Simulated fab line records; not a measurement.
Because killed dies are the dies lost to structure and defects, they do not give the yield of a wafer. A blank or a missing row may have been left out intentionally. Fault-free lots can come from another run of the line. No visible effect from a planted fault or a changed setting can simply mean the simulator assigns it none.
Comparing a struck lot with a sound one :: flow nand_harc :: 15 steps out of a route of 1159
Sound: wafers L947.2, L947.3, L947.5. Wafers struck: L955.2, L955.3, L955.5. At the end, the cause is stated.
Per side, at each step with rows, come the tool, then ch with its chambers, and then its first start. Under that, the readings that differ: sound wafers :: struck wafers :: difference of the means :: sigmas: that difference in standard deviations of wafers without a fault.
alike: same words and numbers on both sides, and readings whose means sit less than 2 such deviations apart. not compared: any withheld reading, any reading some wafer has no value for, any bound like >300 that may hide the same value, and any number with overlapping values for which the record gives no deviation.
Wherever a step has rows on one side only, a row that says differs or no value, or a row with sigmas, the two part there. When numbers do not overlap yet have no deviation, they are printed without sigmas and do not part them. A reading that every wafer of one side lacks parts them only if that side has two wafers or more.

NHARC_A_CONTACT_ETCH_138: etches the open film in C4F8/O2/Ar, time 132 s, target depth 1289 nm.
  sound on har_cap_etch-02 ch 0,1, day 17 20:51; struck on har_cap_etch-01 ch 0,1, day 20 11:22
  not compared: rf_hours_counter_h
then, 1 step without rows for these wafers: NHARC_A_CONTACT_ETCH_139 (etches the open film in C4F8/O2/Ar, time 137 s, target depth 590 nm).
NHARC_A_CONTACT_ETCH_92: etches the open film in CH3F/O2, target depth 40 nm, time 85.7 s.
  sound on rie_diel-13 ch 1,2,3, day 17 21:23; struck on rie_diel-06 ch 0,1,2, day 20 11:55
  alike: bias_w, drypump_motor_current_A, oes_product_au, rf_vpp_V, showerhead_plenum_p_Torr, throttle_valve_pct
  not compared: rf_hours_counter_h
NHARC_A_CONTACT_ETCH_98: etches the open film in C4F6/O2, target depth 20 nm, time 10 s.
  sound: rie_diel-13 ch 0,1,3; struck: rie_diel-06 ch 0,3
reading: rf_vpp_V (V)
sound: 541 542 547
struck: 554 547 553
difference: +8
sigmas: +2

reading: showerhead_plenum_p_Torr (Torr)
sound: 3.64 3.71 3.95
struck: 4.22 3.96 4.22
difference: +0.37
sigmas: +2
  alike: bias_w, drypump_motor_current_A, oes_product_au, throttle_valve_pct
  not compared: rf_hours_counter_h
NHARC_A_CONTACT_CD_MEAS_15:
  sound on cd_sem-01 at day 17 21:37; struck on cd_sem-02 at day 20 12:07
reading: cd_nm (nm)
sound: 89.1 89.0 89.5
struck: 90.1 90.3 91.1
difference: +1.3
sigmas: +2
then, 3 steps without rows for these wafers: NHARC_A_CONTACT_STRIP_107 (strips in N2/H2); NHARC_A_CONTACT_STRIP_108 (strips in CF4/CHF3); NHARC_A_CONTACT_STRIP_109 (strips in O2/COS).
NHARC_A_CONTACT_ETCH_110: etches the open film in CF4/O2, target depth 50 nm, overetch 5 nm, time 27.5 s.
  sound on rie_diel-13 ch 1,2,3, day 17 22:02; struck on rie_diel-13 ch 0,1,2, day 20 12:26
  alike: bias_w, cf4_flow_sccm, drypump_motor_current_A, oes_product_au, rf_vpp_V, showerhead_plenum_p_Torr, throttle_valve_pct
  not compared: rf_hours_counter_h
then, 2 steps without rows for these wafers: NHARC_A_CONTACT_STRIP_26 (strips in O2); NHARC_A_CONTACT_STRIP_27 (strips in post etch residue remover, time 600 s).
NHARC_A_CONTACT_ALD_18: deposits TiN, target thk 3 nm, pulse time 1 s, ald cycles 150.
  sound on ald_metal-02 ch 2,3, day 17 22:40; struck on ald_metal-02 ch 0,2,3, day 20 13:06
  alike: heater_power_w, precursor_pulse_height_rel
NHARC_A_CONTACT_CVD_19: deposits W, target thk 300 nm, time 802 s.
  sound on cvd_w-02 ch 1, day 18 00:08; struck on cvd_w-02 ch 0,1, day 20 20:57
  alike: chamber_pressure_Torr, heater_power_w, throttle_valve_pct
NHARC_A_CONTACT_CMP_20: polishes, t overpolish 30 s, target thk 300 nm.
  sound on cmp-04 ch 1,2, day 18 00:56; struck on cmp-04 ch 1,2,3, day 20 21:58
reading: time_to_endpoint_s (s)
sound: 64 63 64
struck: 123 123 126
difference: +60
sigmas: +17
  alike: motor_current_A, overpolish_run_s
next, for these wafers, 1 step has no rows: NHARC_END_SORT_01.

## WHERE THEY PART
At NHARC_A_CONTACT_ETCH_98 first; at NHARC_A_CONTACT_CMP_20 last (within this record only).

WHY: whatever the simulator had introduced
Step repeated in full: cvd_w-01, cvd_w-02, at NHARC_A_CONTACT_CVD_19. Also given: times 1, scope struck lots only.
